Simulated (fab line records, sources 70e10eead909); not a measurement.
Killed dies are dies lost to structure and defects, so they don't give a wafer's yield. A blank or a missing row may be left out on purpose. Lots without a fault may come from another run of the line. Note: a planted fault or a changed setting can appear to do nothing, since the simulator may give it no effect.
Comparing a struck lot with a sound one	flow nand harc	43 out of 1302 route steps
Sound: wafers L245.2, L245.5, L245.6. Struck: wafers L253.1, L253.3, L253.4. The cause comes at the end.
Order at every step that has rows: each side's tool, ch and its chambers, its first start. Under that, the readings that differ: sound wafers	struck wafers	difference of the means	sigmas: that difference in standard deviations of wafers without a fault.
alike: a reading whose means differ by less than 2 such deviations, as well as words and numbers matching on both sides. not compared: withheld readings; readings where some wafer has no value; bounds like >300 that might hide an equal value; numbers whose values overlap and for which the record gives no deviation.
The two part at a step that has a row with sigmas, a row that says differs or no value, or rows on one side only. Numbers that have no deviation but don't overlap get no sigmas and don't part them. Lack of a reading on every wafer of one side parts them only where that side has two or more wafers.

first, 1 step without rows for these wafers: NHARC_A_CONTACT_DEVELOP_41 (develop time 35 s).
NHARC_A_CONTACT_CD_MEAS_42: target cd 300 nm.
  sound on cd sem-02 ch 0, day 23 01:26; struck on cd sem-01 ch 0, day 26 21:13
  alike: cd nm
NHARC_A_CONTACT_OVL_MEAS_43:
  sound on overlay-02, day 23 01:31; struck on overlay-02, day 26 21:17
  alike: overlay x nm, overlay y nm
NHARC_A_CONTACT_INSPECT_44:
  sound on defect inspect-01, day 23 01:34; struck on defect inspect-01, day 26 21:20
  alike: raw defect count
NHARC_A_CONTACT_DESCUM_47: chemistry O2, time 3 s.
  sound on rie diel-13 ch 0,3, day 23 01:38; struck on rie diel-13 ch 0,1,3, day 26 21:24
  alike: drypump motor current A, oes product au, rf vpp V, showerhead plenum p Torr, throttle valve pct
  not compared: rf hours counter h
then, 1 step without rows for these wafers: NHARC_A_CONTACT_ETCH_48 (etches the open film in CF4, target depth 39 nm, time 65 s).
NHARC_A_CONTACT_ETCH_49: etches the open film in N2/H2, target depth 260 nm, time 475.3 s.
  sound: rie diel-13 ch 1,2,3; struck: rie diel-13 ch 0,1,3
  alike: drypump motor current A, oes product au, rf vpp V, showerhead plenum p Torr, throttle valve pct
  not compared: rf hours counter h
then, 5 steps without rows for these wafers: NHARC_A_CONTACT_ETCH_50 (etches the open film in CF4/CHF3, target depth 121 nm, time 60.5 s); NHARC_A_CONTACT_ETCH_51 (etches the open film in O2/COS, target depth 7000 nm, time 1820 s); NHARC_A_CONTACT_ETCH_111 (etches the open film in C4F8/O2/Ar, time 140 s, target depth 700 nm); NHARC_A_CONTACT_ETCH_112 (etches the open film in C4F8/O2/Ar, time 190 s, target depth 1850 nm); NHARC_A_CONTACT_ETCH_113 (etches the open film in C4F8/O2/Ar, time 190 s, target depth 1850 nm).
NHARC_A_CONTACT_ETCH_114: etches the open film in C4F8/O2/Ar, time 190 s, target depth 1850 nm.
  sound on har cap etch-03 ch 0,1, day 23 04:14; struck on har cap etch-03 ch 0,1, day 26 23:45
  not compared: rf hours counter h
then, 1 step without rows for these wafers: NHARC_A_CONTACT_ETCH_115 (etches the open film in C4F8/O2/Ar, time 190 s, target depth 1850 nm).
NHARC_A_CONTACT_ETCH_116: etches the open film in C4F8/O2/Ar, time 190 s, target depth 1850 nm.
  sound on har cap etch-03 ch 0,1, day 23 04:35; struck on har cap etch-03 ch 0,1, day 27 00:05
  not compared: rf hours counter h
then, 2 steps without rows for these wafers: NHARC_A_CONTACT_ETCH_117 (etches the open film in C4F8/O2/Ar, time 190 s, target depth 1850 nm); NHARC_A_CONTACT_ETCH_118 (etches the open film in C4F8/O2/Ar, time 190 s, target depth 1850 nm).
NHARC_A_CONTACT_ETCH_119: etches the open film in C4F8/O2/Ar, time 190 s, target depth 1850 nm.
  sound on har cap etch-03 ch 0,1, day 23 05:05; struck on har cap etch-03 ch 0,1, day 27 00:36
  not compared: rf hours counter h
then, 2 steps without rows for these wafers: NHARC_A_CONTACT_ETCH_120 (etches the open film in C4F8/O2/Ar, time 190 s, target depth 1850 nm); NHARC_A_CONTACT_ETCH_121 (etches the open film in C4F8/O2/Ar, time 190 s, target depth 1850 nm).
NHARC_A_CONTACT_ETCH_122: etches the open film in C4F8/O2/Ar, time 190 s, target depth 1850 nm.
  sound on har cap etch-03 ch 0,1, day 23 05:36; struck on har cap etch-03 ch 0,1, day 27 01:07
  not compared: rf hours counter h
then, 3 steps without rows for these wafers: NHARC_A_CONTACT_ETCH_123 (etches the open film in C4F8/O2/Ar, time 490 s, target depth 2110 nm); NHARC_A_CONTACT_ETCH_90 (etches the open film in CH3F/O2, target depth 40 nm, time 85.7 s); NHARC_A_CONTACT_ETCH_96 (etches the open film in C4F6/O2, target depth 20 nm, time 10 s).
NHARC_A_CONTACT_CD_MEAS_53:
  sound on cd sem-03, day 23 07:04; struck on cd sem-01, day 27 02:40
  alike: cd nm
then, 17 steps without rows for these wafers: NHARC_A_CONTACT_STRIP_99 (strips in N2/H2); NHARC_A_CONTACT_STRIP_100 (strips in CF4/CHF3); NHARC_A_CONTACT_STRIP_101 (strips in O2/COS); NHARC_A_CONTACT_ETCH_102 (etches the open film in CF4/O2, target depth 100 nm, overetch 10 nm, time 55 s); NHARC_A_CONTACT_STRIP_55 (strips in O2); NHARC_A_CONTACT_STRIP_56 (strips in post etch residue remover, time 600 s); NHARC_A_CONTACT_DEP_57 (deposits aC, target thk 5300 nm); NHARC_A_CONTACT_DEP_58 (deposits SiON, target thk 90 nm); NHARC_A_CONTACT_DEHYDRATE_59 (time 120 s); NHARC_A_CONTACT_HMDS_60 (time 30 s); NHARC_A_CONTACT_COAT_61 (time 75 s); NHARC_A_CONTACT_COAT_62 (time 65 s); NHARC_A_CONTACT_COAT_63 (resist thk 90 nm); NHARC_A_CONTACT_SOFTBAKE_64 (time 55 s); NHARC_A_CONTACT_EBR_65; NHARC_A_CONTACT_EXPOSE_66 (exposes mask A CC 2); NHARC_A_CONTACT_PEB_67 (peb time 65 s).
-- jump in the record: it breaks off in module A_CONTACT and resumes in module END (first step shown: number 1302 of the route), and 3 days separate the struck wafers' starts before and after --
NHARC_END_SORT_01:
  at this point the record logs the struck wafers (prober-01 ch 0, day 29 14:54) and has no rows for the sound ones

## WHERE THEY PART
Only at NHARC_END_SORT_01, within this record.

WHY: what the simulator had put in
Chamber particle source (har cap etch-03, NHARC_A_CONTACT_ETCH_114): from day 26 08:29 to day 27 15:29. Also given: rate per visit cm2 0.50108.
